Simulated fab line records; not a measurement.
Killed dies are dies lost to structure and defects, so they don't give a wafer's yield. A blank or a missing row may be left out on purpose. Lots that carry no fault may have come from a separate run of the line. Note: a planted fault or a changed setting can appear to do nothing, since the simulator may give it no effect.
A struck lot beside a sound one + flow n5 finfet + 18 steps out of a route of 1938
Sound: the wafers L161.1, L161.2, L161.5. Wafers L168.3, L168.4, L168.5 were the ones struck. The cause is named last.
Order at every step that has rows: each side's tool, ch and its chambers, its first start. Under that, the readings that differ: sound wafers + struck wafers + difference of the means + sigmas: that difference in standard deviations of wafers without a fault.
alike: readings whose means differ by less than 2 such deviations, and words and numbers that are the same on both sides. not compared: withheld readings, readings that some wafer has no value for, bounds like >300 that may hide the same value, and numbers for which the record gives no deviation and whose values overlap.
A row with sigmas, a row that says differs or no value, or rows on one side alone: a step with any of these is where the two part. Numbers that have no deviation but don't overlap get no sigmas and don't part them. A reading missing from all wafers of one side parts the sides only when that side holds two or more wafers.

first, 11 steps without rows for these wafers: N5_BEOL_M0_SAQP_DESCUM_19 (chemistry O2, time 7.9 s); N5_BEOL_M0_SAQP_ETCH_83 (etches SiARC in CF4, target depth 39 nm, time 65 s); N5_BEOL_M0_SAQP_ETCH_84 (etches SOC in N2/H2, target depth 100 nm, overetch 20 nm, time 150 s); N5_BEOL_M0_SAQP_STRIP_80 (strips in N2/H2); N5_BEOL_M0_SAQP_HM_OPEN_112 (chemistry CHF3/O2, target SiO2, stops on a-Si, target depth 12 nm, time 13.5 s); N5_BEOL_M0_SAQP_STRIP_113 (strips in CHF3/O2); N5_BEOL_M0_SAQP_MANDREL_ETCH_20 (etches a-Si in HBr/Cl2, stops on SiNx, target depth 60 nm, bt time 10 s, time 30 s); N5_BEOL_M0_SAQP_STRIP_86 (strips in N2/H2); N5_BEOL_M0_SAQP_STRIP_115 (strips in post etch residue remover, time 60 s); N5_BEOL_M0_SAQP_SRD_93 (time 30 s); N5_BEOL_M0_SAQP_RECESS_114 (chemistry HF/NH3, target SiO2, target depth 14.4 nm, afs cycles 3, sublimation time 60 s).
N5_BEOL_M0_SAQP_SPACER1_ALD_98: deposits SiO2, target thk 12.8 nm, pulse time 1 s, purge time 2 s.
  sound on ald sin-04 ch 0,1,3, day 8 03:10; struck on ald sin-04 ch 2,3, day 9 17:49
| reading                                               | sound          | struck         | difference | sigmas |
|-------------------------------------------------------|----------------|----------------|------------|--------|
| ald cycles                                            | 138 138 138    | 201 201 201    | +63        |        |
| model.SiO2_of_BEOL_M0_SAQP_SPACER1_ALD_98.thk nm (nm) | 12.8 12.6 12.8 | 18.8 18.8 18.8 | +6.1       |        |
  alike: chamber pressure Torr, heater power w, precursor pulse height rel
then, 1 step without rows for these wafers: N5_BEOL_M0_SAQP_SPACER1_ETCHBACK_99 (etches SiO2 in CHF3/O2, target depth 15.4 nm, time 7.7 s).
N5_BEOL_M0_SAQP_MANDREL1_REMOVE_100: chemistry HBr/Cl2/O2, target a-Si, stops on SiNx, bt time 10 s.
  sound on rie si-05 ch 0,2,3, day 8 03:47; struck on rie si-01 ch 0,1, day 9 18:22
| reading                                               | sound          | struck         | difference | sigmas |
|-------------------------------------------------------|----------------|----------------|------------|--------|
| model.SiO2_of_BEOL_M0_SAQP_SPACER1_ALD_98.thk nm (nm) | 7.4 7.4 7.4    | 13.4 13.4 13.4 | +6.0       |        |
| model.BEOL_M0_SAQP.cd nm (nm)                         | 12.6 12.4 12.6 | 18.8 18.8 18.8 | +6.3       |        |
  alike: drypump motor current A, mfc cl2 sccm, oes product au, throttle valve pct
  not compared: rf hours counter h
N5_BEOL_M0_SAQP_CD_MEAS_25: the cd target is 13.1 nm.
  sound on cd sem-01 ch 0, day 8 03:55; struck on cd sem-01 ch 0, day 9 18:29
| reading    | sound             | struck            | difference | sigmas |
|------------|-------------------|-------------------|------------|--------|
| cd nm (nm) | 12.61 12.55 12.86 | 18.45 19.04 19.09 | +6.19      | +26    |
then, 1 step without rows for these wafers: N5_BEOL_M0_SAQP_ETCH_101 (etches SiNx in CH3F/O2, target depth 29.9 nm, time 42.7 s).
N5_BEOL_M4_RC_MEAS_101:
  the record has rows for the sound wafers here (prober-01 ch 0, day 10 23:13) and none for the struck ones
-- the record jumps here: 7 days lie between the struck wafers' starts before and after (it left off in module BEOL_M4 and takes up again in module PASSIVATION, whose first step shown is number 1936 of the route) --
N5_PASSIVATION_PROBE_49:
  sound on prober-02, day 15 09:08; struck on prober-01, day 16 16:35
| reading                  | sound          | struck         | difference | sigmas      |
|--------------------------|----------------|----------------|------------|-------------|
| defect limited yield (%) | 90.9 86.7 91.8 | 0 0 0          | -90        | -53         |
| killed_at_M0_to_M3       | 37 59 36       | 1081 1120 1083 | +1051      | +99 or more |
| killed dies              | 107 157 97     | 1180 1180 1180 | +1060      | +53         |
| killed on rim            | 12 28 17       | 152 152 152    | +133       | +30         |
| sort_bin_5_function (%)  | 5.8 7.7 4.8    | 95.3 96.6 95.8 | +89.8      | +82         |
| sort n pass              | 1073 1023 1083 | 0 0 0          | -1060      | -53         |
| sort yield pct (%)       | 90.9 86.7 91.8 | 0 0 0          | -90        | -53         |
  alike: killed_at_M4_up, killed at contacts, killed at front end, killed at other, killed open, killed short, sort_bin_6_memory, sort_bin_8_speed

## WHERE THEY PART
Earliest at N5_BEOL_M0_SAQP_CD_MEAS_25; latest, in this record, at N5_PASSIVATION_PROBE_49.

WHY: whatever the simulator had introduced
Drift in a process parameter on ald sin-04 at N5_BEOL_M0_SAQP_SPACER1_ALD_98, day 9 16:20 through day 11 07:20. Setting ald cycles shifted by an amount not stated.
